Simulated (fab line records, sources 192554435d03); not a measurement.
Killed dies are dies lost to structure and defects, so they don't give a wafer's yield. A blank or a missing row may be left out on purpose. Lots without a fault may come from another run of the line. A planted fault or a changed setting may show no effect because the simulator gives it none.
A struck lot beside a sound one | flow n5_finfet | 42 steps out of a route of 1938
Sound: wafers L375.2, L375.3, L375.4. Struck: wafers L391.3, L391.4, L391.6. The cause comes at the end.
At each step with rows: each side's tool, then ch and its chambers, then its first start. Under that, the readings that differ: sound wafers | struck wafers | difference of the means | sigmas: that difference in standard deviations of wafers without a fault.
alike: readings whose means differ by less than 2 such deviations, and words and numbers that are the same on both sides. not compared: withheld readings, readings that some wafer has no value for, bounds like >300 that may hide the same value, and numbers for which the record gives no deviation and whose values overlap.
The two part at a step that has a row with sigmas, a row that says differs or no value, or rows on one side only. Numbers that don't overlap but have no deviation are shown without sigmas and don't part them. A reading that every wafer of one side lacks parts them only if that side has two wafers or more.

first, 3 steps without rows for these wafers: N5_BEOL_M5_ETCH_68 (etches SOC in N2/H2, target depth 80 nm, overetch 16 nm, time 120 s); N5_BEOL_M5_STRIP_69 (strips in N2/H2); N5_BEOL_M5_STRIP_76 (strips in N2/H2).
N5_BEOL_M5_VIA_ETCH_34: etches SiCOH lowk in C4F6/O2, target depth 88.3 nm, time 39.2 s.
  sound on rie_diel-03 ch 0,1,2, day 8 12:43; struck on rie_diel-04 ch 0,1,2, day 12 13:38
  alike: drypump_motor_current_A, mfc_ar_sccm, oes_product_au, rf_vpp_V, showerhead_plenum_p_Torr, throttle_valve_pct
  not compared: rf_hours_counter_h
then, 5 steps without rows for these wafers: N5_BEOL_M5_STRIP_85 (strips in C4F6/O2); N5_BEOL_M5_STRIP_36 (strips in N2/H2); N5_BEOL_M5_TRENCH_ETCH_37 (etches SiCOH lowk in C4F6/O2, target depth 71.652 nm, time 24.7 s); N5_BEOL_M5_ETCH_41 (etches SiCN in CH3F/O2, target depth 31.5 nm, time 56.7 s); N5_BEOL_M5_STRIP_91 (strips in N2/H2, time 10 s).
N5_BEOL_M5_OCD_MEAS_38:
  sound on ocd-01, day 8 12:57; struck on ocd-01, day 12 13:53
  alike: trench_depth_nm
then, 2 steps without rows for these wafers: N5_BEOL_M5_HM_STRIP_39 (strips TiN in peroxide tin strip, target depth 25 nm, time 158 s); N5_BEOL_M5_SRD_40 (time 30 s).
N5_BEOL_M5_PRECLEAN_42: cleans in residue remover, time 60 s.
  sound on wet_bench-06 ch 1,5,6, day 8 13:02; struck on wet_bench-01 ch 0,1,3, day 12 13:59
then, 1 step without rows for these wafers: N5_BEOL_M5_SRD_43 (time 30 s).
N5_BEOL_M5_CD_MEAS_35: target cd 28 nm, target cd y 24 nm.
  sound on cd_sem-01, day 8 13:06; struck on cd_sem-02, day 12 14:02
  alike: cd_nm
then, 6 steps without rows for these wafers: N5_BEOL_M5_CURE_80 (cures SiCOH lowk, time 120 s); N5_BEOL_M5_DEGAS_44 (time 60 s); N5_BEOL_M5_PRE_CLEAN_45 (time 30 s); N5_BEOL_M5_ALD_86 (deposits TaN, pulse time 2 s, purge time 3 s, co reactant purge time 2 s); N5_BEOL_M5_SURFACE_TREAT_87; N5_BEOL_M5_CVD_47 (deposits Co from CCTBA/H2, target thk 3 nm, time 216 s).
N5_BEOL_M5_SPUTTER_48: material Cu, target thk 15 nm, time 27.62 s.
  sound on pvd_sputter-01, day 8 14:13; struck on pvd_sputter-02, day 12 16:40
  alike: throttle_valve_pct
then, 5 steps without rows for these wafers: N5_BEOL_M5_ANNEAL_49 (time 1800 s); N5_BEOL_M5_SPUTTER_81 (material Cu, target thk 15 nm, time 27.62 s); N5_BEOL_M5_ANNEAL_82 (time 1800 s); N5_BEOL_M5_SPUTTER_83 (material Cu, target thk 15 nm, time 27.62 s); N5_BEOL_M5_ANNEAL_84 (time 1800 s).
N5_BEOL_M5_SPUTTER_88: material Cu, target thk 15 nm, time 27.62 s.
  sound on pvd_sputter-01, day 8 17:28; struck on pvd_sputter-02, day 12 19:56
  alike: throttle_valve_pct
then, 3 steps without rows for these wafers: N5_BEOL_M5_ANNEAL_89 (time 1800 s); N5_BEOL_M5_SPUTTER_90 (material Cu, target thk 4.5 nm, time 8.29 s); N5_BEOL_M5_ECD_50 (material Cu, target thk 300 nm).
N5_BEOL_M5_ANNEAL_51: time 90 s.
  sound on rtp_anneal-01 ch 0, day 8 18:48; struck on rtp_anneal-01 ch 0, day 12 21:20
  alike: wafer_temp_C_max
then, 1 step without rows for these wafers: N5_BEOL_M5_CMP_52 (polishes, stops on SiCOH lowk, t overpolish 6.9 s, target thk 62 nm).
N5_BEOL_M5_THK_MEAS_53: measures by xrf.
  sound on film_metro-02, day 8 19:21; struck on film_metro-01, day 12 21:52
  alike: M5_THK
N5_BEOL_M5_PRE_CLEAN_77: time 15 s.
  sound on cvd_co-01 ch 0,1, day 8 19:23; struck on cvd_co-01 ch 0,1,2, day 12 21:53
  alike: heater_power_w
then, 3 steps without rows for these wafers: N5_BEOL_M5_CO_CAP_78 (material Co, precursor CCTBA/H2, target thk 2 nm, time 102.1 s); N5_BEOL_M5_PRE_CLEAN_55 (time 15 s); N5_BEOL_M5_DEP_56 (deposits SiCN from 3MS/NH3, target thk 8 nm, time 14 s).
N5_BEOL_M5_RS_MEAS_57: measures by four-point-probe.
  sound on film_metro-01, day 8 19:37; struck on film_metro-02, day 12 22:07
  alike: M5_RS
then, 2 steps without rows for these wafers: N5_BEOL_M6_ILD_DEP_00 (deposits SiCOH lowk from DEMS/porogen, target thk 179.75 nm, time 33.4 s); N5_BEOL_M6_CURE_74 (cures SiCOH lowk, time 240 s).
-- the record jumps here: 4 days lie between the struck wafers' starts before and after (it left off in module BEOL_M6 and takes up again in module PASSIVATION, whose first step shown is number 1936 of the route) --
N5_PASSIVATION_PROBE_49:
  the record has rows for the struck wafers here (prober-02, day 16 16:23) and none for the sound ones

WHERE THEY PART
Only at N5_PASSIVATION_PROBE_49, within this record.

WHY: what the simulator had put in
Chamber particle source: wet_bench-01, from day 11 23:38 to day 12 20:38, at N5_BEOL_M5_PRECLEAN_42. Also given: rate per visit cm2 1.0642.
